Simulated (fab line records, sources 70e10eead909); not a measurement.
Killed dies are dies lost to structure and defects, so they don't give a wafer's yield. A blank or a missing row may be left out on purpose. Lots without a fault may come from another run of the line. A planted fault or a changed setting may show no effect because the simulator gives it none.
fab line records | flow nand_harc
record lots=6 wafers=18 last_day=33
route steps=1302 shown P_CONTACT@249 P_M0@253 END@1302
lots that met no fault: from a run of the same line without faults
start_h: hours from the record's first day to the start of the lot's first wafer shown | wait_h: hours since the lot's step before | " the same as in the row above | L1.1+2: a row that stands for several wafers | - no value, or no start given | * or withheld: withheld | < > ~ a bound
route shown NAME@n: a module of which the file shows steps, and the number in the route of the first | usual: mean/standard deviation of fault-free wafers | same: alike in all rows | chamber/n: place in a boat | sites: the reading at each site | _std_site: their standard deviation | _edge_site: outer sites' mean less inner sites' | radius_mm: how far each site lies from the wafer's centre | mask NAME#n: copy n | behind: the tool/chamber that last shaped the wafer | hold: why the lot was held/for how many hours/how that ended | device: the transistor (n, p or np) that didn't switch | end of line: the same wafers' tests at the end of the route | a step without rows: its recipe alone | killed: dies lost to structure and defects at the first sort, not the wafer's yield | map: a wafer's dies, x killed, . not, _ none there
set.NAME: the setting as run; set.NAME@STEP: as run at that earlier step | model.NAME: the simulator's own value behind a step, which no gauge read
lots at some steps of the route; a table a step, a row a wafer
services: from which hour (start_h, from the record's first day; less than 0 if before it) a tool's chamber was out of use, for how many hours, and why
## steps
# step NHARC_P_CONTACT_CMP_24
# recipe t_overpolish_s=30 target_thk_nm=200
# usual motor_current_A=11.6/1.3 overpolish_run_s=30.000/0.0094 slurry_filter_dp_kPa=13.50/0.14 time_to_endpoint_s=40.0/2.9
# columns lot.wafer tool chamber start_h wait_h motor_current_A overpolish_run_s slurry_filter_dp_kPa time_to_endpoint_s
L994.4 cmp-02 0 188.90 0.3 12.4 29.996 13.80 38.5
L994.1 " 1 " " 13.1 30.000 13.49 38.8
L994.5 " 3 " " 11.5 30.015 13.40 37.7
L999.4 cmp-01 1 236.66 0.4 10.1 29.999 13.67 35.1
L999.1 " 0 " " 9.4 29.991 13.41 34.8
L999.6 " 2 " " 10.8 29.998 13.46 46.3
L105.1 cmp-01 0 300.19 0.6 9.6 29.989 13.58 39.3
L105.6 " 2 " " 11.1 30.002 13.50 43.6
L105.5 " 3 " " 10.3 29.996 13.59 43.4
L107.4 cmp-04 2 318.28 0.3 13.8 30.013 13.66 37.6
L107.1 " 3 " " 10.7 29.989 13.52 33.3
L107.5 " 1 " " 10.8 29.984 13.53 40.2
L109.4 cmp-04 2 338.18 0.4 13.1 30.005 13.37 36.8
L109.3 " 3 " " 10.8 30.010 13.66 37.5
L109.5 " 3 " " 10.1 29.992 13.28 37.2
L110.4 cmp-01 3 352.03 0.5 10.8 30.007 13.62 40.3
L110.3 " 0 " " 10.2 30.001 13.39 36.9
L110.6 " 3 " " 10.6 30.000 13.47 39.9
# step NHARC_P_CONTACT_SRD_26
# step NHARC_P_CONTACT_INSPECT_27
# usual raw_defect_count=304/120
# columns lot.wafer tool chamber start_h wait_h raw_defect_count
L994.1 defect_inspect-02 - 189.26 0.1 332
L994.4 " - " " 414
L994.5 " - " " 372
L999.1 defect_inspect-02 - 237.07 0.1 348
L999.4 " - " " 405
L999.6 " - " " 355
L105.1 defect_inspect-02 - 300.55 0.1 662
L105.5 " - " " 275
L105.6 " - " " 347
L107.1 defect_inspect-02 - 318.66 0.1 372
L107.4 " - " " 307
L107.5 " - " " 220
L109.3 defect_inspect-02 - 338.58 0.1 171
L109.4 " - " " 242
L109.5 " - " " 336
L110.3 defect_inspect-02 - 352.44 0.1 337
L110.4 " - " " 263
L110.6 " - " " 356
# step NHARC_P_M0_DEP_00
# recipe target_thk_a=1500 target_thk_nm=150 temp_c=withheld pressure_torr=5 flow_sccm=200 rf_w=600 material=SiOC
# step NHARC_P_M0_DEHYDRATE_01
# recipe temp_c=150 time_s=120
# step NHARC_P_M0_HMDS_02
# recipe time_s=30
# step NHARC_P_M0_COAT_33
# recipe temp_c=200 time_s=65
# step NHARC_P_M0_COAT_03
# recipe spin_rpm=1500 resist_thk_nm=90
# step NHARC_P_M0_SOFTBAKE_04
# recipe temp_c=105 time_s=55
# step NHARC_P_M0_EBR_05
# step NHARC_P_M0_EXPOSE_06
# recipe na=1.35 target_cd_nm=90 dose_mj=81.28 mask_id=P_M0
# step NHARC_P_M0_PEB_07
# recipe peb_temp_c=100 peb_time_s=65
# usual heater_power_total_W=156.6/0.43
# columns lot.wafer tool chamber start_h wait_h heater_power_total_W
L994.1 litho_track-04 0 190.09 0.1 156.0
L994.4 " 0 " " 157.2
L994.5 " 0 " " 157.0
L999.1 litho_track-01 0 237.89 0.1 156.0
L999.4 " 0 " " 157.1
L999.6 " 0 " " 156.1
L105.1 litho_track-01 0 301.25 0.1 157.2
L105.5 " 0 " " 156.8
L105.6 " 0 " " 157.2
L107.1 litho_track-04 0 319.48 0.1 167.8
L107.4 " 0 " " 167.6
L107.5 " 0 " " 167.0
L109.3 litho_track-04 0 339.28 0.0 167.9
L109.4 " 0 " " 166.8
L109.5 " 0 " " 167.3
L110.3 litho_track-01 0 353.13 0.0 156.9
L110.4 " 0 " " 156.3
L110.6 " 0 " " 156.6
# step NHARC_P_M0_DEVELOP_08
# recipe develop_time_s=35 dev_temp_c=23
# step NHARC_P_M0_CD_MEAS_09
# recipe target_cd_nm=90 landing_energy_ev=500
# usual cd_nm=89.7/0.79
# columns lot.wafer tool chamber start_h wait_h cd_nm
L994.1 cd_sem-02 0 190.17 - 90.5
L994.4 " 0 " " 90.4
L994.5 " 0 " " 89.8
L999.1 cd_sem-01 0 237.97 - 89.1
L999.4 " 0 " " 88.9
L999.6 " 0 " " 88.8
L105.1 cd_sem-02 0 301.33 - 90.8
L105.5 " 0 " " 89.6
L105.6 " 0 " " 90.7
L107.1 cd_sem-02 0 319.56 - 84.5
L107.4 " 0 " " 84.5
L107.5 " 0 " " 85.0
L109.3 cd_sem-02 0 339.36 - 86.5
L109.4 " 0 " " 86.5
L109.5 " 0 " " 87.4
L110.3 cd_sem-02 0 353.21 - 88.7
L110.4 " 0 " " 88.3
L110.6 " 0 " " 88.8
# step NHARC_P_M0_OVL_MEAS_10
# recipe pitch_nm=180
# usual overlay_x_nm=-0.2/0.85 overlay_y_nm=-0.2/0.69
# columns lot.wafer tool chamber start_h wait_h overlay_x_nm overlay_y_nm
L994.1 overlay-01 - 190.26 - -1.9 1.6
L994.4 " - " " -2.1 0.4
L994.5 " - " " -1.9 1.1
L999.1 overlay-01 - 238.06 - -1.0 0.2
L999.4 " - " " -0.6 0.3
L999.6 " - " " -0.3 -0.1
L105.1 overlay-01 - 301.42 - -0.9 -0.1
L105.5 " - " " -0.4 0.4
L105.6 " - " " -1.0 -0.1
L107.1 overlay-01 - 319.66 - -0.3 -0.5
L107.4 " - " " -0.4 -0.6
L107.5 " - " " -0.2 -0.5
L109.3 overlay-01 - 339.45 - 0.0 -1.8
L109.4 " - " " 0.3 -1.1
L109.5 " - " " 0.3 -2.0
L110.3 overlay-01 - 353.30 - 0.5 0.5
L110.4 " - " " 1.4 0.6
L110.6 " - " " 1.3 -0.2
# step NHARC_P_M0_INSPECT_11
# usual raw_defect_count=4.5/2.7
# columns lot.wafer tool chamber start_h wait_h raw_defect_count
L994.1 defect_inspect-02 - 190.29 0.0 0
L994.4 " - " " 2
L994.5 " - " " 4
L999.1 defect_inspect-01 - 238.10 0.0 7
L999.4 " - " " 6
L999.6 " - " " 2
L105.1 defect_inspect-01 - 301.46 0.0 9
L105.5 " - " " 10
L105.6 " - " " 3
L107.1 defect_inspect-02 - 319.70 0.0 2
L107.4 " - " " 7
L107.5 " - " " 8
L109.3 defect_inspect-02 - 339.48 0.0 6
L109.4 " - " " 10
L109.5 " - " " 7
L110.3 defect_inspect-01 - 353.34 0.0 3
L110.4 " - " " 4
L110.6 " - " " 1
# step NHARC_P_M0_DESCUM_14
# recipe time_s=3 o2_flow_sccm=200 ar_flow_sccm=0 bias_power_w=0 chemistry=O2
# usual chamber_pressure_mTorr=60.00/0.055 drypump_motor_current_A=5.8/0.38 o2_flow_sccm=200.0/0.6 oes_product_au=1.000/0.0084 rf_vpp_V=57.7/0.9 showerhead_plenum_p_Torr=1.88/0.061 throttle_valve_pct=11.310/0.0089
# same time_s=3
# columns lot.wafer tool chamber start_h wait_h chamber_pressure_mTorr drypump_motor_current_A o2_flow_sccm oes_product_au rf_hours_counter_h rf_vpp_V showerhead_plenum_p_Torr throttle_valve_pct model.P_M0.cd_nm
L994.1 rie_diel-08 3 190.35 0.1 60.00 5.7 200.9 0.996 27 58.4 1.96 11.309 90.89
L994.4 " 0 " " 59.86 6.3 199.2 0.976 30 57.9 1.88 11.311 90.51
L994.5 " 3 " " 60.03 5.7 199.7 1.006 - 57.0 1.96 11.308 89.79
L999.1 rie_diel-13 0 238.17 0.1 60.03 6.1 200.7 0.999 24 57.2 1.86 11.319 88.73
L999.4 " 2 " " 59.86 5.3 199.6 0.998 23 58.5 1.83 11.316 88.92
L999.6 " 3 " " 60.02 5.4 200.6 1.011 - 57.2 1.80 11.311 88.61
L105.1 rie_diel-08 0 301.53 0.1 60.01 6.3 200.3 0.996 17 58.2 1.88 11.327 90.74
L105.5 " 3 " " 60.01 5.7 199.0 0.997 - 59.0 1.95 11.291 89.99
L105.6 " 0 " " 60.04 6.3 200.6 1.011 - 57.8 1.88 11.305 90.44
L107.1 rie_diel-13 2 319.76 0.1 60.00 5.3 200.1 0.988 46 57.1 1.82 11.308 84.27
L107.4 " 1 " " 60.08 5.9 199.1 0.997 48 58.0 1.96 11.308 83.88
L107.5 " 2 " " 60.03 5.3 200.8 0.980 - 57.7 1.83 11.329 84.48
L109.3 rie_diel-08 0 339.55 0.1 59.97 6.3 200.7 0.999 23 59.0 1.87 11.300 86.41
L109.4 " 2 " " 59.86 6.1 200.4 0.984 26 58.1 1.80 11.314 86.5
L109.5 " 3 " " 59.98 5.7 199.5 0.999 - 57.7 1.95 11.300 87.78
L110.4 rie_diel-08 0 353.40 0.1 60.05 6.3 200.5 1.007 25 55.2 1.87 11.323 88.41
L110.3 " 2 " " 60.07 6.1 200.0 0.995 28 55.7 1.80 11.313 89.08
L110.6 " 3 " " 59.99 5.7 200.1 0.986 - 59.6 1.95 11.302 89.13
# step NHARC_P_M0_ETCH_34
# recipe target_depth_a=400 overetch_a=120 time_s=43.94 ion_energy_ev=200 n2_flow_sccm=150 h2_flow_sccm=150 ar_flow_sccm=0 rf_w=400 bias_w=150 chemistry=N2/H2
# usual chamber_pressure_mTorr=29.998/0.029 drypump_motor_current_A=5.9/0.37 oes_product_au=1.002/0.0082 rf_fwd_power_W=395.0/2 rf_vpp_V=429.6/2.1 showerhead_plenum_p_Torr=2.00/0.068 throttle_valve_pct=14.171/0.0091
# same time_s=43.94
# columns lot.wafer tool chamber start_h wait_h chamber_pressure_mTorr drypump_motor_current_A oes_product_au rf_fwd_power_W rf_hours_counter_h rf_vpp_V showerhead_plenum_p_Torr throttle_valve_pct
L994.1 rie_diel-08 3 190.45 0.1 30.057 5.7 1.005 395.4 27 432.4 2.09 14.166
L994.4 " 0 " " 30.049 6.3 1.000 391.9 30 429.9 2.00 14.182
L994.5 " 1 " " 29.964 6.0 0.987 399.8 - 430.0 2.01 14.166
L999.4 rie_diel-13 1 238.25 0.1 29.977 5.9 1.010 393.0 22 431.2 2.10 14.169
L999.1 " 2 " " 30.009 5.3 1.001 395.0 23 427.6 1.95 14.174
L999.6 " 1 " " 30.002 5.9 1.006 394.6 - 432.8 2.10 14.173
L105.1 rie_diel-08 2 301.61 0.1 30.030 6.1 0.992 396.8 18 425.7 1.92 14.163
L105.5 " 1 " " 29.994 6.0 1.001 396.4 - 430.0 2.00 14.174
L105.6 " 2 " " 30.016 6.1 0.993 397.9 - 428.2 1.92 14.173
L107.1 rie_diel-13 1 319.86 0.1 30.000 5.9 1.006 393.3 48 432.7 2.09 14.174
L107.4 " 2 " " 29.969 5.3 1.001 395.3 46 427.8 1.94 14.180
L107.5 " 3 " " 30.047 5.4 1.007 396.5 - 427.8 1.90 14.161
L109.4 rie_diel-08 3 339.63 0.1 29.947 5.7 1.004 396.6 25 431.6 2.08 14.188
L109.3 " 2 " " 29.956 6.2 0.999 394.9 26 426.5 1.92 14.169
L109.5 " 0 " " 30.000 6.3 1.005 394.3 - 429.0 2.00 14.156
L110.4 rie_diel-08 2 353.49 0.1 29.992 6.1 0.998 398.2 28 427.8 1.92 14.167
L110.3 " 0 " " 30.009 6.3 0.998 395.4 25 429.4 2.00 14.169
L110.6 " 2 " " 29.941 6.1 0.999 395.0 - 426.3 1.92 14.151
# step NHARC_P_M0_ETCH_15
# recipe target_depth_a=1500 overetch_a=150 time_s=82.5 c4f8_flow_sccm=withheld ar_flow_sccm=400 rf_w=600 bias_w=300 chemistry=C4F8/Ar
# usual chamber_pressure_mTorr=25.001/0.024 oes_product_au=0.951/0.02 rf_fwd_power_W=595.4/2.3 rf_vpp_V=439.8/2
# same time_s=82.5
# columns lot.wafer tool chamber start_h wait_h chamber_pressure_mTorr oes_product_au rf_fwd_power_W rf_hours_counter_h rf_vpp_V model.P_M0.cd_nm
L994.1 rie_diel-08 1 - - 25.031 0.961 599.2 29 439.8 90.72
L994.4 " 2 " " 24.982 0.967 598.1 26 438.2 90.41
L994.5 " 0 " " 25.033 0.947 592.7 - 438.7 89.84
L999.1 rie_diel-13 2 - - 25.002 0.982 598.1 23 438.1 89.37
L999.4 " 1 " " 24.981 0.977 595.1 22 441.9 89.08
L999.6 " 3 " " 24.994 0.966 594.9 - 436.1 88.82
L105.1 rie_diel-08 1 - - 24.999 0.970 598.7 20 439.3 90.13
L105.5 " 2 " " 24.991 0.954 599.7 - 437.4 90.15
L105.6 " 3 " " 25.023 0.957 595.8 - 441.4 89.76
L107.1 rie_diel-13 0 - - 24.982 0.922 593.8 43 439.6 83.76
L107.4 " 3 " " 25.014 0.931 593.3 49 437.5 84.23
L107.5 " 1 " " 25.009 0.935 592.8 - 441.8 84.68
L109.4 rie_diel-08 1 - - 25.008 0.973 596.6 27 439.9 86.53
L109.3 " 3 " " 24.986 0.954 591.2 25 441.1 86.07
L109.5 " 1 " " 25.024 0.974 595.9 - 440.7 87.35
L110.3 rie_diel-08 0 - - 24.982 0.959 596.2 25 440.5 88.76
L110.4 " 1 " " 25.063 0.977 596.2 29 440.0 87.99
L110.6 " 3 " " 25.007 0.956 597.0 - 442.3 88.81
# step NHARC_P_M0_CD_MEAS_16
# usual cd_nm=89.4/0.81
# columns lot.wafer tool chamber start_h wait_h cd_nm
L994.1 cd_sem-02 - 190.65 - 90.4
L994.4 " - " " 90.4
L994.5 " - " " 89.7
L999.1 cd_sem-01 - 238.46 - 89.5
L999.4 " - " " 89.1
L999.6 " - " " 89.1
L105.1 cd_sem-03 - 301.82 - 89.9
L105.5 " - " " 90.3
L105.6 " - " " 89.8
L107.1 cd_sem-02 - 320.06 - 83.6
L107.4 " - " " 84.4
L107.5 " - " " 85.0
L109.3 cd_sem-01 - 339.85 - 86.3
L109.4 " - " " 86.2
L109.5 " - " " 87.0
L110.3 cd_sem-02 - 353.70 - 88.8
L110.4 " - " " 87.9
L110.6 " - " " 88.8
# step NHARC_P_M0_STRIP_18
# recipe power_w=1000 n2_flow_sccm=150 h2_flow_sccm=150 ar_flow_sccm=0 bias_w=0 chemistry=N2/H2
# usual chamber_pressure_mTorr=29.999/0.029 drypump_motor_current_A=5.9/0.37 oes_product_au=1.000/0.0083 power_w=1000.1/2.9 rf_fwd_power_W=997.4/2.9 rf_vpp_V=90.4/0.89 showerhead_plenum_p_Torr=2.00/0.068 throttle_valve_pct=14.172/0.0083
# columns lot.wafer tool chamber start_h wait_h chamber_pressure_mTorr drypump_motor_current_A oes_product_au power_w rf_fwd_power_W rf_hours_counter_h rf_vpp_V showerhead_plenum_p_Torr throttle_valve_pct
L994.4 rie_diel-13 3 190.78 0.1 30.069 5.4 1.008 1005.9 998.1 5 91.5 1.92 14.164
L994.1 " 0 " " 29.989 6.0 0.994 1004.6 999.4 4 89.9 1.99 14.158
L994.5 " 1 " " 30.014 5.9 1.002 1001.2 997.4 - 91.4 2.11 14.179
L999.4 rie_diel-13 3 238.56 0.1 29.994 5.4 1.007 1003.9 1001.9 25 91.3 1.91 14.163
L999.1 " 1 " " 30.032 5.9 1.005 997.8 998.6 22 90.6 2.10 14.172
L999.6 " 3 " " 29.986 5.4 1.003 997.9 1003.1 - 91.0 1.91 14.177
L105.1 rie_diel-02 2 301.89 0.1 29.995 5.4 1.002 1000.7 993.0 25 90.8 2.05 14.165
L105.5 " 2 " " 30.025 5.4 1.017 997.5 994.7 - 89.6 2.05 14.172
L105.6 " 3 " " 30.015 4.8 1.018 1003.9 998.6 - 90.8 2.07 14.168
L107.4 rie_diel-08 2 320.14 0.1 29.978 6.1 0.986 1002.0 997.9 22 90.5 1.92 14.184
L107.1 " 0 " " 30.060 6.3 0.992 992.1 1002.7 20 89.8 2.00 14.162
L107.5 " 2 " " 29.989 6.1 0.997 1002.6 995.9 - 88.7 1.92 14.182
L109.3 rie_diel-08 2 339.94 0.1 30.055 6.1 1.005 1002.9 996.2 26 90.0 1.92 14.168
L109.4 " 0 " " 29.972 6.3 0.996 998.5 995.7 23 90.3 2.00 14.178
L109.5 " 2 " " 29.940 6.1 0.996 1001.3 995.9 - 90.8 1.92 14.170
L110.3 rie_diel-08 2 353.79 0.1 30.021 6.1 1.009 1003.3 999.5 28 90.9 1.92 14.186
L110.4 " 0 " " 30.027 6.3 0.999 1003.6 993.6 25 90.7 2.00 14.180
L110.6 " 1 " " 30.005 6.0 1.006 1001.5 996.2 - 90.8 2.00 14.187
# step NHARC_END_SORT_01
# recipe temp_c=25
# usual defect_limited_yield=92.5/2.5 killed_at_array=46/16 killed_at_other=0.9/1.3 killed_at_periphery=4.1/3 killed_dies=51/17 killed_open=3.5/1.8 killed_short=2.5/1.8 sort_bin_2_pct=2.6/1.1 sort_bin_3_pct=0.6/0.37 sort_bin_4_pct=4.4/1.4 sort_n_pass=626/17 sort_rim_yield_pct=88/4.6 sort_yield_pct=92.5/2.5
# same gross_dies=677 sort_bin_5_pct[%]=0 sort_bin_6_pct[%]=0 sort_bin_7_pct[%]=0 sort_bin_8_pct[%]=0 sort_rim_n_gross=106.00
# columns lot.wafer tool chamber start_h wait_h defect_limited_yield[%] killed_at_array killed_at_other killed_at_periphery killed_dies killed_open killed_short sort_bin_2_pct[%] sort_bin_3_pct[%] sort_bin_4_pct[%] sort_n_pass sort_rim_yield_pct[%] sort_yield_pct[%]
L105.1 prober-02 0 768.74 2.5 93.8 34 0 8 42 1 1 2.1 0.9 3.2 635 92 93.8
L105.5 prober-02 0 771.89 3.6 93.5 33 2 9 44 3 4 1.6 0.6 4.3 633 91 93.5
L105.6 prober-02 0 772.67 3.9 95.9 25 0 3 28 2 3 1.0 0.4 2.7 649 95 95.9
# killed by level:class
L105.1 A_CHANNEL_HOLE_D1:chamber_film_flake=9 A_CONTACT:chamber_film_flake=8 A_SLIT:chamber_film_flake=6 P_STI:chamber_film_flake=3 P_M1:chamber_film_flake=3 A_CHANNEL_FILL_D1:chamber_film_flake=3 A_STAIRCASE:chamber_film_flake=2 A_CHANNEL_HOLE_D2:chamber_film_flake=2
L105.5 A_CONTACT:chamber_film_flake=11 A_CHANNEL_HOLE_D1:chamber_film_flake=4 P_M1:chamber_film_flake=3 A_WL_FILL:chamber_film_flake=3 P_STI:chamber_film_flake=2 P_GATE:chamber_film_flake=2 THIN_TSV:chamber_film_flake=2 A_STAIRCASE:chamber_film_flake=2
L105.6 A_CHANNEL_HOLE_D1:chamber_film_flake=10 A_CONTACT:chamber_film_flake=6 P_M1:chamber_film_flake=2 A_CHANNEL_FILL_D1:chamber_film_flake=2 A_CHANNEL_FILL_D2:geometric_particle:open=1 A_CHANNEL_FILL_D2:geometric_particle:short=1 A_SGD_CUT:geometric_particle:open=1 A_WL_FILL:geometric_particle:short=1
## services
# columns tool chamber start_h hours kind
cmp-02 - 166.90 3.6 repair
rie_diel-13 - 167.23 9.0 pm
cmp-01 - 185.97 1.0 repair
rie_diel-13 - 186.67 0.6 repair
cmp-01 - 188.12 4.0 pm
rie_diel-08 - 190.80 9.0 pm
cmp-02 - 200.68 1.3 repair
litho_track-04 - 203.00 7.0 pm
rie_diel-08 0 207.92 6.6 repair
cmp-04 - 209.00 4.0 pm
cmp-02 - 212.07 6.6 repair
rie_diel-02 - 216.76 9.0 pm
rie_diel-13 - 222.22 1.0 repair
rie_diel-13 0 251.50 13.5 repair
cmp-04 - 258.25 1.7 repair
cmp-04 - 263.20 0.4 repair
cmp-01 - 272.92 5.2 repair
cmp-01 - 286.12 4.0 pm
cmp-04 - 286.75 4.7 repair
cmp-04 - 307.00 4.0 pm
litho_track-01 - 330.00 7.0 pm
cmp-01 - 330.59 1.3 repair
rie_diel-13 3 339.40 1.3 repair
rie_diel-13 - 344.23 9.0 pm
## key
first_sign step=NHARC_P_M0_PEB_07 reading=heater_power_total_W direction=up sigmas=25 usual=* struck=*
effect step=NHARC_P_M0_CD_MEAS_09 reading=cd_nm direction=down sigmas=5.1 usual=89.7 struck=85.7 through=control_loop
effect step=NHARC_P_M0_CD_MEAS_16 reading=cd_nm direction=down sigmas=5 usual=89.4 struck=85.4 through=control_loop
model_effect step=NHARC_P_M0_DESCUM_14 value=P_M0.cd_nm without=89.87 struck=85.55
model_effect step=NHARC_P_M0_ETCH_15 value=P_M0.cd_nm without=89.75 struck=85.44
met_at NHARC_P_M0_PEB_07
struck_wafers L107.1,L107.4,L107.5,L109.3,L109.4,L109.5
loop_trim step=NHARC_P_M0_EXPOSE_06 setting=dose lots=L109
onset_between 190.09 319.48
fault kind=process_parameter_drift tool=litho_track-04 chamber=- onset_h=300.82 steps=NHARC_P_M0_PEB_07 channel=peb_time_s offset=* shape=step acts_in=* stated=*
# loop_trim: a control loop set the setting to another value than it would have without faults
